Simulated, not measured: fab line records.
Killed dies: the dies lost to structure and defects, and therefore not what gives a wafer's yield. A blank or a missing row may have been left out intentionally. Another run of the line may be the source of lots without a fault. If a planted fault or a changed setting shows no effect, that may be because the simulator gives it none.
A lot that was struck, set against a sound lot	flow nandHarc	15 out of 1302 route steps
Sound: these wafers, L190.1, L190.3, L190.6. Wafers L197.1, L197.2, L197.3 were the ones struck. Last of all comes the cause.
Per side, at each step with rows, come the tool, then ch with its chambers, and then its first start. Under that, the readings that differ: sound wafers	struck wafers	difference of the means	sigmas: that difference in standard deviations of wafers without a fault.
alike: a reading whose means differ by less than 2 such deviations, as well as words and numbers matching on both sides. not compared: withheld readings; readings where some wafer has no value; bounds like >300 that might hide an equal value; numbers whose values overlap and for which the record gives no deviation.
The two part at a step that has a row with sigmas, a row that says differs or no value, or rows on one side only. Numbers that don't overlap but have no deviation are shown without sigmas and don't part them. A reading that every wafer of one side lacks parts them only if that side has two wafers or more.

first, 1 step without rows for these wafers: NHARC_A_SGD_CUT_ETCH_26 (etches SiO2 in dHF, target depth 45.8 nm).
NHARC_A_SGD_CUT_ETCHBACK_24: etches the open film in CH3F/O2, target depth 50 nm, time 92.857 s.
  sound on rieDiel-10 ch 0,2, day 22 19:21; struck on rieDiel-13 ch 0,1,3, day 25 15:32
  alike: drypumpMotorCurrentA, oesProductAu, rfVppV, showerheadPlenumPTorr, throttleValvePct
  not compared: rfHoursCounterH
NHARC_A_SGD_CUT_STRIP_28: strips in O2, time 20 s.
  sound on rieDiel-10 ch 0,1,3; struck on rieDiel-13 ch 0,2,3
  alike: drypumpMotorCurrentA, oesProductAu, rfVppV, showerheadPlenumPTorr, throttleValvePct
  not compared: rfHoursCounterH
NHARC_A_SGD_CUT_INSPECT_25:
  sound: defectInspect-01 at day 22 19:34; struck: defectInspect-02 at day 25 15:47
  alike: rawDefectCount
NHARC_A_SLIT_DEP_25: deposits SiO2, target thk 200 nm.
  sound on pecvd-04 ch 1,2, day 22 19:41; struck on pecvd-04 ch 0,1,2, day 25 15:51
  alike: heaterPowerW, throttleValvePct
NHARC_A_SLIT_DEP_00: deposits aC, target thk 6200 nm.
  sound on aclDep-02 ch 0, day 22 23:08; struck on aclDep-03 ch 0, day 25 17:56
  alike: throttleValvePct
NHARC_A_SLIT_DEP_23: deposits SiON, target thk 100 nm.
  sound on pecvd-01 ch 0,2, day 23 02:57; struck on pecvd-03 ch 0,1,2, day 25 21:41
  alike: heaterPowerW
then, 5 steps without rows for these wafers: NHARC_A_SLIT_DEHYDRATE_01 (time 120 s); NHARC_A_SLIT_HMDS_02 (time 30 s); NHARC_A_SLIT_COAT_03 (resist thk 90 nm); NHARC_A_SLIT_SOFTBAKE_04 (time 55 s); NHARC_A_SLIT_EBR_05.
NHARC_A_SLIT_EXPOSE_06: exposes mask SLIT.
  sound on arfiScanner-03 ch 0, day 23 03:28; struck on arfiScanner-03 ch 0, day 25 22:06
reading	sound	struck	difference	sigmas
exposureDoseMJCm2	60.85 60.79 60.86	60.19 60.20 60.17	-0.65	-11
  alike: mask
then, 1 step without rows for these wafers: NHARC_A_SLIT_PEB_07 (peb time 65 s).
NHARC_END_SORT_01:
  the record has rows for the sound wafers here (prober-02 ch 0, day 27 14:43) and none for the struck ones

## WHERE THEY PART
Earliest at NHARC_A_SLIT_EXPOSE_06; latest, in this record, at NHARC_END_SORT_01.

WHY: what the simulator had put in
Process parameters drifting: arfiScanner-03 at NHARC_A_SLIT_EXPOSE_06, beginning at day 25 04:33. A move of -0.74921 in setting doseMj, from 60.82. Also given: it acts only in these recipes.
